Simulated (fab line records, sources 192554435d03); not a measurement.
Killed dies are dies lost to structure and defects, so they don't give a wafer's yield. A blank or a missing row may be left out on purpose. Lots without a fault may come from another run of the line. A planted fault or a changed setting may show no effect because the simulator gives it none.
A struck lot beside a sound one | flow n5_finfet | 17 steps out of a route of 1938
Sound: wafers L979.1, L979.3, L979.4. Struck: wafer L987.5. (L987.1, L987.3 of the same lot were not struck and are left out.) The cause comes at the end.
At each step with rows: each side's tool, then ch and its chambers, then its first start. Under that, the readings that differ: sound wafers | struck wafers | difference of the means | sigmas: that difference in standard deviations of wafers without a fault.
alike: readings whose means differ by less than 2 such deviations, and words and numbers that are the same on both sides. not compared: withheld readings, readings that some wafer has no value for, bounds like >300 that may hide the same value, and numbers for which the record gives no deviation and whose values overlap.
The two part at a step that has a row with sigmas, a row that says differs or no value, or rows on one side only. Numbers that don't overlap but have no deviation are shown without sigmas and don't part them. A reading that every wafer of one side lacks parts them only if that side has two wafers or more.

first, 4 steps without rows for these wafers: N5_BEOL_M7_HM_STRIP_39 (strips TiN in peroxide tin strip, target depth 25 nm, time 158 s); N5_BEOL_M7_SRD_40 (time 30 s); N5_BEOL_M7_PRECLEAN_42 (cleans in residue remover, time 60 s); N5_BEOL_M7_SRD_43 (time 30 s).
N5_BEOL_M7_CD_MEAS_35: target cd 40 nm.
  sound on cd_sem-03, day 9 14:16; struck on cd_sem-01, day 11 21:08
  alike: cd_nm
N5_BEOL_M7_CURE_75: cures SiCOH lowk, time 120 s.
  sound on uv_cure-03 ch 2, day 9 14:20; struck on uv_cure-02 ch 0, day 11 21:10
  reading          | sound             | struck | difference | sigmas
  wafer_temp_C_max | 372.0 373.6 371.6 | 370.8  | -1.6       | -3
  alike: lamp_power_pct
then, 1 step without rows for these wafers: N5_BEOL_M7_DEGAS_44 (time 60 s).
N5_BEOL_M7_PRE_CLEAN_45: time 30 s.
  sound on pvd_sputter-02, day 9 14:44; struck on pvd_sputter-03, day 11 21:32
  alike: heater_power_w, susceptor_temp_C
N5_BEOL_M7_ALD_77: deposits TaN, target thk 2 nm, pulse time 2 s, purge time 3 s.
  sound on ald_metal-02 ch 1,2,3, day 9 14:48; struck on ald_metal-04 ch 0, day 11 21:37
  alike: heater_power_w, susceptor_temp_C
then, 2 steps without rows for these wafers: N5_BEOL_M7_SURFACE_TREAT_79; N5_BEOL_M7_CVD_78 (deposits Co from CCTBA/H2, target thk 2 nm, time 142.3 s).
N5_BEOL_M7_SPUTTER_48: material Cu, target thk 10 nm, time 1.667 s.
  sound on pvd_sputter-01, day 9 15:34; struck on pvd_sputter-03, day 11 22:15
  alike: cathode_dc_power_W, chuck_gas_flow_sccm, substrate_temp_c, susceptor_temp_C, throttle_valve_pct
N5_BEOL_M7_ECD_50: material Cu, target thk 300 nm.
  sound on ecd_cu-01 ch 0,1, day 9 15:41; struck on ecd_cu-02 ch 1, day 11 22:22
  reading                                | sound           | struck | difference | sigmas
  model.Cu_of_BEOL_M7_ECD_50.thk_nm (nm) | 297 300.6 296.4 | 136.4  | -161.6     |
N5_BEOL_M7_ANNEAL_51: time 90 s.
  sound on rtp_anneal-02 ch 0, day 9 15:47; struck on rtp_anneal-02 ch 0, day 11 22:28
  alike: anneal_temp_c, wafer_temp_C_max
N5_BEOL_M7_CMP_52: polishes, stops on SiCOH lowk, t overpolish 6.9 s, target thk 80 nm.
  sound on cmp-02 ch 0,1,2, day 9 16:05; struck on cmp-02 ch 1, day 11 22:51
  reading                | sound    | struck | difference | sigmas
  time_to_endpoint_s (s) | 62 63 59 | 26     | -35        | -12
  alike: clearing_platen_rpm, motor_current_A
N5_BEOL_M7_THK_MEAS_53: measures by xrf.
  sound on film_metro-02, day 9 16:22; struck on film_metro-02, day 11 23:04
  alike: M7_THK
N5_PASSIVATION_PROBE_49:
  the record has rows for the sound wafers here (prober-02, day 14 06:30) and none for the struck ones

WHERE THEY PART
First at N5_BEOL_M7_CURE_75; last, within this record, at N5_PASSIVATION_PROBE_49.

WHY: what the simulator had put in
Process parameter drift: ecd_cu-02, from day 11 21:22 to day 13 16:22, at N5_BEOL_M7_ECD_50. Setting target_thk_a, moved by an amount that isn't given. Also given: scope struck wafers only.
